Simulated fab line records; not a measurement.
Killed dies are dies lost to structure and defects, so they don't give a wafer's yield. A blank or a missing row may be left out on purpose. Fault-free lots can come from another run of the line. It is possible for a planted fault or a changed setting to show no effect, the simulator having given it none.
Code-filled problem report in 8D (eight disciplines) form :: flow nand-harc :: the parts of the form that need people (team, actions taken, sign-off) are left out

1. WHAT IS WRONG
At NHARC_A_CONTACT_CD_MEAS_08, cd-nm averages 79.9 nm over 9 wafers from 3 lots, while fault-free wafers read 99.8 nm, standard deviation 0.51. That is -39 standard deviations from the usual mean.
The step: target cd 100 nm.
Seen first at day 19 08:16 on cd-sem-02, wafer L960.1. Wafers with a number at this step in the record: 39, from 13 lots. Rule for "out", or "out of limits": more than 4 standard deviations from the usual mean. All remaining wafers that have a number are taken as sound.

2. WHAT IT IS AND WHAT IT IS NOT
question: which readings at this step
is: cd-nm
is not: -

question: which lots
is: L957, L960, L961
is not: L953, L959, L965, L966, L967, L968, L969, L970, L972, L975

question: which wafers of those lots
is: all that have a number
is not: -

question: read on which gauges
is: cd-sem-01, cd-sem-02
is not: cd-sem-03

question: when
is: from day 19 08:16
is not: up to then (6 sound wafers); but 24 sound wafers of L965, L966, L967, L968, L969, L970, L972, L975 came after

3. WHAT RULES OUT EACH SUSPECT
Counting: a tool stays on the suspect list if, at a process step up to the reading, it processed all lots that are out and no sound lot following the first of them.
- ruled out: the gauge at NHARC_A_CONTACT_CD_MEAS_08. Those wafers that are out were read across 2 gauges (cd-sem-01, cd-sem-02).
- pecvd-04 at NHARC_A_CONTACT_DEP_85 (deposits SiON, target thk 50 nm): ruled out as a lasting fault. The sound lots L966, L967, L970 went through it after L960, its earliest lot that is out (day 19 07:41).
- arfi-scanner-03 at NHARC_A_CONTACT_EXPOSE_05 (exposes mask A CC): kept. All lots that are out passed through it, beginning with L960 at day 19 08:07, and no sound lot followed; its final sound lot before that point was L959 at day 19 01:42. Its own exposure-dose-mJ-cm2 readings are out on those wafers.
The count leaves arfi-scanner-03 at NHARC_A_CONTACT_EXPOSE_05.

4. THE CAUSE (what the simulator had put in)
Process parameter drift: arfi-scanner-03, from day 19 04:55 on, at NHARC_A_CONTACT_EXPOSE_05. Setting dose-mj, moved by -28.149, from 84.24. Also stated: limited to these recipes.
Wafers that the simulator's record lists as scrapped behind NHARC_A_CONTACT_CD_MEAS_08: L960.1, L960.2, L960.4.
The count eliminated every tool but this one.

5. THE EFFECT CHAIN, in route order
Each row: a reading where the mean over the struck wafers with a number is more than 3 standard deviations away from the usual. Scope: only readings with a usual standard deviation given in the record; hours: median across lots of the time from each lot's start at the first step in this table that gives one to its start at this step; sigmas: change in usual standard deviations.
hours: 0
step: NHARC_A_CONTACT_EXPOSE_05
reading: exposure-dose-mJ-cm2
usual: 84.18
on struck wafers: 59.79
change: -24.39
sigmas: -99 or more

hours: 0
step: NHARC_A_CONTACT_CD_MEAS_08
reading: cd-nm
usual: 99.8 nm
on struck wafers: 79.9
change: -19.9
sigmas: -39
Its process steps:
- NHARC_A_CONTACT_EXPOSE_05: exposes mask A CC.
Later steps that measure or inspect, where all struck wafers having a row at the step show a number for every such reading and not one has moved that far: NHARC_END_SORT_01.

6. HOW IT WOULD HAVE BEEN CAUGHT EARLIER
The first out-of-limits reading at a measuring or inspecting step in this record came at day 19 08:16, 3 hours after the fault's start at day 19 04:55.
At NHARC_A_CONTACT_EXPOSE_05, the tool's own readings (exposure-dose-mJ-cm2) were out on each struck wafer the step has a row for, so an alarm limit on them would have fired on the first such wafer.
Lots out: 3; of these, L961, L957 started NHARC_A_CONTACT_EXPOSE_05 on arfi-scanner-03 after day 19 08:16. A hold on the tool at that time would have spared those 2.
